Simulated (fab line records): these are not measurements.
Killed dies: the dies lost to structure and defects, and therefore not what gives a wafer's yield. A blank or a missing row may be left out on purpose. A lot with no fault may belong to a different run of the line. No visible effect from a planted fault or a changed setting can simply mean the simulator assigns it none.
Which tool was responsible? ; flow nand_harc ; 13 lots with 39 wafers sampled at 6 steps, on a route of 1302 steps

== WHAT THE GAUGES SHOWED, per wafer ==
NHARC_A_DECK1_JOINT_INSPECT_05. Usual: raw_defect_count 330, standard deviation 120.
lot;measured;on;raw_defect_count;flag
L282;day 13 07:34;defect_inspect-02;485 309 223;
L284;day 13 22:04;defect_inspect-02;271 297 290;
L283;day 14 00:59;defect_inspect-01;252 661 282;
L285;day 14 10:11;defect_inspect-01;379 450 438;
L286;day 14 21:53;defect_inspect-01;349 263 254;
L292;day 17 03:32;defect_inspect-02;613 433 415;
L293;day 18 01:58;defect_inspect-01;263 330 338;
L295;day 18 09:07;defect_inspect-01;431 197 348;
L297;day 19 08:48;defect_inspect-02;625 536 303;
L296;day 19 08:48;defect_inspect-02;235 230 279;
L300;day 20 20:44;defect_inspect-02;453 537 228;
L302;day 21 15:07;defect_inspect-02;226 139 170;
L303;day 22 00:23;defect_inspect-02;210 259 219;

NHARC_A_ONON_D2_THK_MEAS_02: measures by ellipsometry. Usual: thk_nm 1001 nm, standard deviation 7.9.
lot;measured;on;thk_nm (nm);flag
L282;day 13 08:08;film_metro-02;1011 1013 1010;
L284;day 13 22:38;film_metro-01;1003 1003 1003;
L283;day 14 01:34;film_metro-02;1005 671 1006;OFF
L285;day 14 10:45;film_metro-01;1004 673 1005;OFF
L286;day 14 22:27;film_metro-01;1001 1001 1001;
L292;day 17 04:07;film_metro-01;1004 1002 1004;
L293;day 18 02:33;film_metro-01;994 994 993;
L295;day 18 09:41;film_metro-01;997 994 995;
L297;day 19 09:23;film_metro-02;1020 1019 1019;
L296;day 19 09:22;film_metro-01;985 986 986;
L300;day 20 21:19;film_metro-01;986 986 986;
L302;day 21 15:41;film_metro-02;998 998 998;
L303;day 22 00:57;film_metro-02;1005 1006 1003;

NHARC_END_SORT_01. Usual: killed_at_array 55, standard deviation 20; killed_at_other 1.2, standard deviation 1.3; killed_at_periphery 4.0, standard deviation 3; killed_dies 60, standard deviation 21; killed_open 3.2, standard deviation 1.9; killed_short 2.5, standard deviation 1.6.
lot;measured;on;killed_at_array;killed_at_other;killed_at_periphery;killed_dies;killed_open;killed_short;flag
L283;day 25 12:42;prober-02;22 673 19;0 0 0;11 4 5;33 677 24;5 7 4;1 5 1;OFF
L285;day 26 06:44;prober-02;61 676 55;4 1 2;1 0 3;66 677 60;4 6 4;5 0 2;OFF

== WHAT TOOL EACH LOT RAN ON (gives the tool, then ch and the chambers of the sampled wafers, and finally the start) ==
lot;NHARC_A_DECK1_JOINT_ETCHBACK_07;NHARC_A_DECK1_JOINT_CMP_02;NHARC_A_ONON_D2_DEP_00
L282;rie_si-03 ch 0,1,2, day 11 17:29;cmp-01 ch 0,1,2, day 13 06:51;pecvd_onon-01 ch 0, day 13 07:41
L284;rie_si-01 ch 0,1,3, day 12 08:04;cmp-01 ch 0,1,2, day 13 21:21;pecvd_onon-01 ch 0, day 13 22:11
L283;rie_si-01 ch 0,2,3, day 12 11:39;cmp-02 ch 0,1,3, day 14 00:17;pecvd_onon-01 ch 0, day 14 01:04
L285;rie_si-03 ch 1,3, day 12 20:37;cmp-01 ch 0,2,3, day 14 09:30;pecvd_onon-01 ch 0, day 14 10:18
L286;rie_si-03 ch 0,1,2, day 13 13:16;cmp-04 ch 0,1,3, day 14 21:13;pecvd_onon-02 ch 0, day 14 22:00
L292;rie_si-05 ch 0,3, day 15 13:34;cmp-04 ch 0,2,3, day 17 02:53;pecvd_onon-04 ch 0, day 17 03:37
L293;rie_si-05 ch 0,1,2, day 16 10:25;cmp-02 ch 0,1,2, day 18 01:19;pecvd_onon-01 ch 0, day 18 02:02
L295;rie_si-03 ch 0,2,3, day 16 19:04;cmp-02 ch 0,2,3, day 18 08:28;pecvd_onon-01 ch 0, day 18 09:14
L297;rie_si-05 ch 1,2,3, day 17 17:53;cmp-01 ch 0,1,3, day 19 08:05;pecvd_onon-04 ch 0, day 19 08:56
L296;rie_si-01 ch 0,1,3, day 17 17:53;cmp-02 ch 0,1,3, day 19 08:08;pecvd_onon-01 ch 0, day 19 08:52
L300;rie_si-03 ch 0,2, day 19 04:17;cmp-01 ch 0,1,2, day 20 20:05;pecvd_onon-01 ch 0, day 20 20:49
L302;rie_si-01 ch 0,1, day 20 04:40;cmp-02 ch 1,3, day 21 14:25;pecvd_onon-01 ch 0, day 21 15:11
L303;rie_si-05 ch 0,1,3, day 20 14:07;cmp-01 ch 1,2,3, day 21 23:43;pecvd_onon-01 ch 0, day 22 00:30
- NHARC_A_DECK1_JOINT_ETCHBACK_07: etches the open film in HBr, target depth 105 nm, time 26.9 s.
- NHARC_A_DECK1_JOINT_CMP_02: polishes SiOx.
- NHARC_A_ONON_D2_DEP_00: target thk 1000 nm.

== AS READ BY THE TOOLS THEMSELVES (means over the sampled wafers that have a number; for cases with no such wafer, the mark the record gives instead) ==
NHARC_A_DECK1_JOINT_ETCHBACK_07. Usual: drypump_motor_current_A 5.8 A, standard deviation 0.31; oes_product_au 1.002 a.u., standard deviation 0.013; throttle_valve_pct 23.266 %, standard deviation 0.0095.
lot;tool;drypump_motor_current_A (A);oes_product_au (a.u.);throttle_valve_pct (%);flag
L282;rie_si-03;6.1;1.002;23.264;
L284;rie_si-01;5.7;1.003;23.265;
L283;rie_si-01;5.7;1.008;23.268;
L285;rie_si-03;5.6;1.009;23.273;
L286;rie_si-03;6.1;0.995;23.262;
L292;rie_si-05;5.4;0.989;23.266;
L293;rie_si-05;5.6;0.994;23.264;
L295;rie_si-03;5.9;0.994;23.261;
L297;rie_si-05;5.6;0.992;23.271;
L296;rie_si-01;5.7;1.007;23.269;
L300;rie_si-03;6.1;0.990;23.266;
L302;rie_si-01;5.7;1.025;23.255;
L303;rie_si-05;5.5;1.005;23.264;

NHARC_A_DECK1_JOINT_CMP_02. Usual: motor_current_A 11.9 A, standard deviation 1.4.
lot;tool;motor_current_A (A);flag
L282;cmp-01;12.6;
L284;cmp-01;12.4;
L283;cmp-02;12.0;
L285;cmp-01;11.1;
L286;cmp-04;12.4;
L292;cmp-04;11.8;
L293;cmp-02;11.9;
L295;cmp-02;11.1;
L297;cmp-01;12.5;
L296;cmp-02;12.4;
L300;cmp-01;12.5;
L302;cmp-02;12.4;
L303;cmp-01;13.0;

== THE ANSWER, worked out from the rows above alone ==
Rule: take the mean of a lot's wafers that have a number; if it is more than 3 standard deviations from the usual mean, the lot is off. A lot without any number at a reading at which 4 lots or more have one is off too. Where the step has rows for the other lots, those lots are counted as sound. First the gauges in route order, then the tools' own readings, where a lot's mean is used as printed above. At the first step where some lot is off, the reading lying furthest off is the one used; lots without a number count as furthest.
Off at NHARC_A_ONON_D2_THK_MEAS_02 (thk_nm): L283, L285.
A tool fits if, at a process step before that reading, it ran every lot that is off, and no sound lot after the first of them. Not tried: the gauges at NHARC_A_ONON_D2_THK_MEAS_02; whatever is off there is also off at NHARC_END_SORT_01, on other tools, and gauge error can't account for it. No candidate that was tried fits.

== WHAT WAS PUT IN BY THE SIMULATOR ==
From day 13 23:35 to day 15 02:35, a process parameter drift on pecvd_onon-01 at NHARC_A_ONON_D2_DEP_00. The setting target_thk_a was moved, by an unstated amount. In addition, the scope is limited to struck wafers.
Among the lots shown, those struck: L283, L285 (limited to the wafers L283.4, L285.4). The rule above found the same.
